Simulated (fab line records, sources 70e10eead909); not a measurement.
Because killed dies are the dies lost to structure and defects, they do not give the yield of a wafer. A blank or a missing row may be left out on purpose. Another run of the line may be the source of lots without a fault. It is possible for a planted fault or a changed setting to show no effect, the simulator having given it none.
2 desks, one fault    flow nand-harc    every desk sees just its own numbers, and what lay behind them comes last

== AT THE TOOL OWNER'S DESK: pecvd-02 ==
The tool's own readings at NHARC_A_SLIT_DEP_23 (deposits SiON, target thk 100 nm): means of the sampled wafers that have a number, for each lot that ran on this tool. A lot is out of limits, marked OUT, if its mean lies more than 4 standard deviations from the usual mean; the brackets give that distance.
Columns: A = heater-power-w at NHARC_A_SLIT_DEP_23, usual 774 W; B = showerhead-vpp-V at NHARC_A_SLIT_DEP_23, usual 1142 V
lot   first seen here  A    B
L300  day 14 22:08     793  1148
L303  day 16 19:56     810  1129
L313  day 19 07:41     848  1100
This desk's finding: nothing out of limits on any of the 3 lots.

== THE METROLOGY DESK ==
Means of the sampled wafers that have a number, per lot and without regard to the tool the lot ran on: this is what the gauges read. A lot is out of limits, marked OUT, if its mean lies more than 4 standard deviations from the usual mean; the brackets give that distance.
Columns: A = cd-nm at NHARC_THIN_TSV_CD_MEAS_16, usual 999.9 nm
lot   first seen here  A
L296  day 18 20:49     1001.1
L300  day 19 01:53     996.3
L298  day 19 03:10     1000.1
L299  day 19 04:21     1001.3
L297  day 19 08:32     1002.9
L304  day 20 06:53     1002.2
L303  day 21 02:29     999.7
L305  day 21 03:28     1001.3
L315  day 23 11:35     998.6
L313  day 23 19:01     998.3
L317  day 23 20:04     1003.0
L316  day 24 01:13     999.4
L318  day 24 11:26     1000.3
This desk's finding: nothing out of limits on any of the 13 lots.

== PUT TOGETHER ==
The tool owner's desk saw nothing out of limits.
At the metrology desk, nothing out of limits was observed.

== WHAT THE SIMULATOR HAD PUT IN ==
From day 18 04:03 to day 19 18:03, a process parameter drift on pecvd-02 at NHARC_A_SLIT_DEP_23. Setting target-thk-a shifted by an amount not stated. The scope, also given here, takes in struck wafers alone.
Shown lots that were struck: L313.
